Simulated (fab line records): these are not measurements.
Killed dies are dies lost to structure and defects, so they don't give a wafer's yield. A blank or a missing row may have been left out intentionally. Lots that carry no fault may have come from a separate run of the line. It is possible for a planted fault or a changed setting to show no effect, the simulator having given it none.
A struck lot beside a sound one | flow n5-finfet | 39 out of 1938 route steps
Sound: these wafers, L875.1, L875.3, L875.5. Struck: wafer L868.2 (left out: L868.1, L868.5 of the same lot, which were not struck); the cause appears at the end.
Per side, at each step with rows, come the tool, then ch with its chambers, and then its first start. Under that, the readings that differ: sound wafers | struck wafers | difference of the means | sigmas: that difference in standard deviations of wafers without a fault.
alike: same words and numbers on both sides, and readings whose means sit less than 2 such deviations apart. not compared: any withheld reading, any reading some wafer has no value for, any bound like >300 that may hide the same value, and any number with overlapping values for which the record gives no deviation.
A row with sigmas, a row that says differs or no value, or rows on one side alone: a step with any of these is where the two part. Non-overlapping numbers with no deviation appear without sigmas and do not part them. A reading that every wafer of one side lacks parts them only if that side has two wafers or more.

first, 9 steps without rows for these wafers: N5_HKMG_FIN_DESCUM_17 (chemistry O2, time 7.9 s); N5_HKMG_FIN_ETCH_31 (etches SiARC in CF4, target depth 45.5 nm, time 75.8 s); N5_HKMG_FIN_ETCH_32 (etches SOC in N2/H2, target depth 240 nm, time 300 s); N5_HKMG_FIN_STRIP_33 (strips in N2/H2); N5_HKMG_FIN_STRIP_34 (strips in CF4); N5_HKMG_FIN_ETCH_35 (etches SOC in N2/H2, target depth 215.8 nm, time 243.4 s); N5_HKMG_FIN_STRIP_92 (strips SOC in N2/H2, time 20 s); N5_HKMG_FIN_WET_ETCH_18 (etches TiN in SC1, time 55 s, target depth 5.2 nm, rinse time 30 s); N5_HKMG_FIN_STRIP_19 (strips in N2/H2, time 360 s).
N5_HKMG_FIN_ALD_91: deposits TiN, target thk 1 nm, pulse time 1 s, purge time 3 s.
  sound on ald-metal-02 ch 0,2,3, day 8 01:22; struck on ald-metal-03 ch 3, day 6 07:55
  reading    | sound    | struck | difference | sigmas
  ald-cycles | 47 47 47 | 44     | -3         |
  alike: heater-power-w, precursor-pulse-height-rel
then, 27 steps without rows for these wafers: N5_HKMG_FIN_COAT_85 (time 60 s, resist thk 300 nm); N5_HKMG_FIN_ETCH_86 (etches SOC in N2/H2, stops on TiN, target depth 393.2 nm); N5_HKMG_FIN_STRIP_89 (strips SOC in N2/H2, time 20 s); N5_HKMG_FIN_WET_ETCH_87 (etches TiN in SC1, time 154.2 s, target depth 4.7 nm, rinse time 30 s); N5_HKMG_FIN_STRIP_88 (strips in N2/H2, time 360 s); N5_HKMG_FIN_NWFM_ALD_20 (deposits TiAlC, target thk 2 nm, pulse time 3 s, purge time 2 s); N5_HKMG_FIN_ALD_71 (deposits TiN, target thk 1 nm, pulse time 1 s, purge time 3 s); N5_HKMG_FIN_COAT_66 (time 60 s, resist thk 300 nm); N5_HKMG_FIN_ETCH_67 (etches SOC in N2/H2, stops on TiN, target depth 388.9 nm); N5_HKMG_FIN_STRIP_90 (strips SOC in N2/H2, time 20 s); N5_HKMG_FIN_WET_ETCH_73 (etches the open film in SC1, time 42.3 s, target depth 1.3 nm, rinse time 30 s); N5_HKMG_FIN_ETCHBACK_68 (etches the open film in Cl2/Ar, stops on HfO2, target depth 0.5 nm); N5_HKMG_FIN_STRIP_69 (strips in N2/H2, time 360 s); N5_HKMG_FIN_ALD_21 (deposits TiN, target thk 1.5 nm, pulse time 1 s, purge time 3 s); N5_HKMG_FIN_ALD_72 (deposits W, target thk 2 nm, pulse time 1 s, purge time 2 s); N5_HKMG_FIN_W_FILL_22 (material W, target thk 60 nm, time 18.2 s); N5_HKMG_FIN_PRECLEAN_83 (cleans in DIW, time 57.5 s); N5_HKMG_FIN_SRD_84 (dry time 32 s); N5_HKMG_FIN_CMP_23 (polishes, stops on SiNx, t overpolish 10 s, target thk 46.326 nm); N5_HKMG_FIN_CMP_94 (polishes, stops on SiNx, t overpolish 4.7 s, target thk 43.299 nm); N5_GATE_CUT_ETCHBACK_00 (etches W in SF6/Cl2); N5_GATE_CUT_ETCH_56 (etches TiN in Cl2/Ar, target depth 21.6 nm); N5_GATE_CUT_ETCHBACK_30 (etches TiN in Cl2/Ar, target depth 3 nm); N5_GATE_CUT_VAPOR_ETCH_60 (etches HfO2 in BCl3/Cl2); N5_GATE_CUT_ETCH_58 (etches SiNx in CH3F/O2, target depth 17 nm, time 128.6 s); N5_GATE_CUT_STRIP_59 (strips in N2/H2, time 20 s); N5_GATE_CUT_PRECLEAN_31 (cleans in DIW, time 300 s).
-- here the record skips 4 days between the struck wafers' starts before and after, leaving off in module GATE_CUT and picking up in module BEOL_M4 (first step shown: number 1111 of the route) --
N5_BEOL_M4_RC_MEAS_101:
  sound on prober-02 ch 0, day 12 20:53; struck on prober-02 ch 0, day 10 16:55
  reading             | sound                     | struck   | difference | sigmas
  IOFF_N_LONG (nA/um) | 5.34e-05 5.43e-05 5.4e-05 | 6.53e-05 | +1.14e-05  | +4
  VT_N_LONG (mV)      | 276.1 276.0 276.2         | 269.2    | -6.9       | -3
  VT_P (mV)           | -248.4 -252.4 -246.3      | -257.7   | -8.7       | -3
  alike: DIBL_N, DIBL_P, IOFF_N, IOFF_P, ION_N, ION_P, SS_N, SS_P, VT_N
-- a jump in the record: the struck wafers' starts before and after are 4 days apart (it breaks off in module BEOL_M4 and resumes in module PASSIVATION, where the first step shown is number 1936 of the route) --
N5_PASSIVATION_PROBE_49:
  struck on prober-01, day 14 20:15; sound on prober-02, day 17 14:57
  reading     | sound    | struck | difference | sigmas
  killed-open | 83 66 86 | 51     | -27        | -2
  alike: defect-limited-yield, killed_at_M0_to_M3, killed_at_M4_up, killed-at-contacts, killed-at-front-end, killed-at-other, killed-dies, killed-short, sort_bin_5_function, sort_bin_6_memory, sort-n-pass, sort-yield-pct

WHERE THEY PART
At N5_BEOL_M4_RC_MEAS_101 first; at N5_PASSIVATION_PROBE_49 last (within this record only).

WHY: what had been put in by the simulator
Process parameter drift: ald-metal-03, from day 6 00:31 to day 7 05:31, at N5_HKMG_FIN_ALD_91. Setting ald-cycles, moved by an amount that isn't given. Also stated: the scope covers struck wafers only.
